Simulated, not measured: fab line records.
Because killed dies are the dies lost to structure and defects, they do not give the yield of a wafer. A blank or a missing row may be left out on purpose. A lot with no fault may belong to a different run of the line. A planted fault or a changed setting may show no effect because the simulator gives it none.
Which tool was responsible? -- flow n5 finfet -- 72 wafers from 24 lots sampled at 2 of the route's 1938 steps

WHAT THE GAUGES READ, wafer by wafer
N5_FIN_SAQP_CD_MEAS_16 targets a cd of 35.6 nm.
lot,measured,on,cd nm (nm)
L074,day 1 21:19,cd sem-02,35.55 35.79 35.49
L075,day 2 04:32,cd sem-01,35.45 35.38 35.66
L076,day 2 09:50,cd sem-03,35.79 35.86 35.76
L077,day 2 16:02,cd sem-03,35.17 35.77 35.47
L078,day 2 22:52,cd sem-01,35.87 35.70 36.21
L079,day 3 04:39,cd sem-01,35.13 35.35 35.02
L080,day 3 09:55,cd sem-03,35.80 35.67 35.60
L081,day 3 16:23,cd sem-01,35.20 35.64 35.82
L082,day 3 21:58,cd sem-01,35.47 35.44 35.23
L083,day 4 04:19,cd sem-01,35.74 35.73 35.92
L084,day 4 09:32,cd sem-03,35.44 36.39 35.90
L085,day 4 16:13,cd sem-01,35.52 35.19 35.74
L086,day 4 21:07,cd sem-01,35.25 35.23 35.03
L087,day 5 04:52,cd sem-01,35.29 35.47 35.31
L088,day 5 11:14,cd sem-02,35.10 35.57 35.20
L089,day 5 16:02,cd sem-01,35.33 35.41 36.11
L090,day 5 22:19,cd sem-01,35.50 35.31 35.29
L091,day 6 04:13,cd sem-02,35.46 35.71 35.65
L092,day 6 09:10,cd sem-01,36.11 35.49 35.67
L093,day 6 15:21,cd sem-01,35.66 35.33 35.81
L094,day 6 21:32,cd sem-03,35.20 35.30 35.50
L095,day 7 04:09,cd sem-03,35.14 35.65 35.54
L096,day 7 09:22,cd sem-03,34.93 35.36 35.74
L097,day 7 15:39,cd sem-03,35.51 35.71 35.84

N5_FIN_SAQP_INSPECT_18: inspects for defects (brightfield).
lot,measured,on,raw defect count
L074,day 1 21:23,defect inspect-01,284 220 367
L075,day 2 04:36,defect inspect-01,290 294 341
L076,day 2 09:53,defect inspect-01,384 484 559
L077,day 2 16:05,defect inspect-01,263 376 428
L078,day 2 22:56,defect inspect-01,354 310 355
L079,day 3 04:43,defect inspect-02,542 567 727
L080,day 3 09:58,defect inspect-02,444 349 652
L081,day 3 16:27,defect inspect-01,423 558 452
L082,day 3 22:01,defect inspect-01,467 465 626
L083,day 4 04:22,defect inspect-02,412 467 409
L084,day 4 09:37,defect inspect-02,657 638 454
L085,day 4 16:16,defect inspect-02,310 423 531
L086,day 4 21:11,defect inspect-01,340 499 434
L087,day 5 04:56,defect inspect-02,397 341 520
L088,day 5 11:19,defect inspect-01,223 233 245
L089,day 5 16:07,defect inspect-02,602 421 661
L090,day 5 22:22,defect inspect-01,480 495 412
L091,day 6 04:16,defect inspect-01,307 510 349
L092,day 6 09:13,defect inspect-01,478 358 459
L093,day 6 15:25,defect inspect-01,491 471 324
L094,day 6 21:36,defect inspect-02,415 328 384
L095,day 7 04:13,defect inspect-01,322 507 359
L096,day 7 09:25,defect inspect-01,347 486 392
L097,day 7 15:43,defect inspect-02,325 423 501

WHAT TOOL EACH LOT RAN ON (gives the tool, then ch and the chambers of the sampled wafers, and finally the start)
The record shows no process step preceding these readings.

WHAT THE TOOLS THEMSELVES READ (means of the sampled wafers that have a number; where no wafer has one, the mark that the record gives instead)
The record holds no such reading with a usual standard deviation.

THE ANSWER, worked out from the rows above alone
Rule: usual is defined by the lots themselves. The widest of any qualifying gaps counts: lots, ordered by their means at a reading, are off when they make up no more than a third of the lots, leave a main group of 4 or more, and stand apart from it by 3 or more times the standard deviation of that group's means. If all means in a main group match to the digits the tables above print for the reading, that group is not used. Also off: a lot with no number at a reading for which 4 or more lots have one. Where the step has rows for the other lots, those lots are counted as sound. First the gauges in route order, then the tools' own readings, where a lot's mean is used as printed above. The first step at which some lot is off is used, and at that step the reading that is off furthest; a lot without a number counts as furthest.
Across all readings shown, no lot is off: no conclusion can be drawn from this.

WHAT WAS PUT IN BY THE SIMULATOR
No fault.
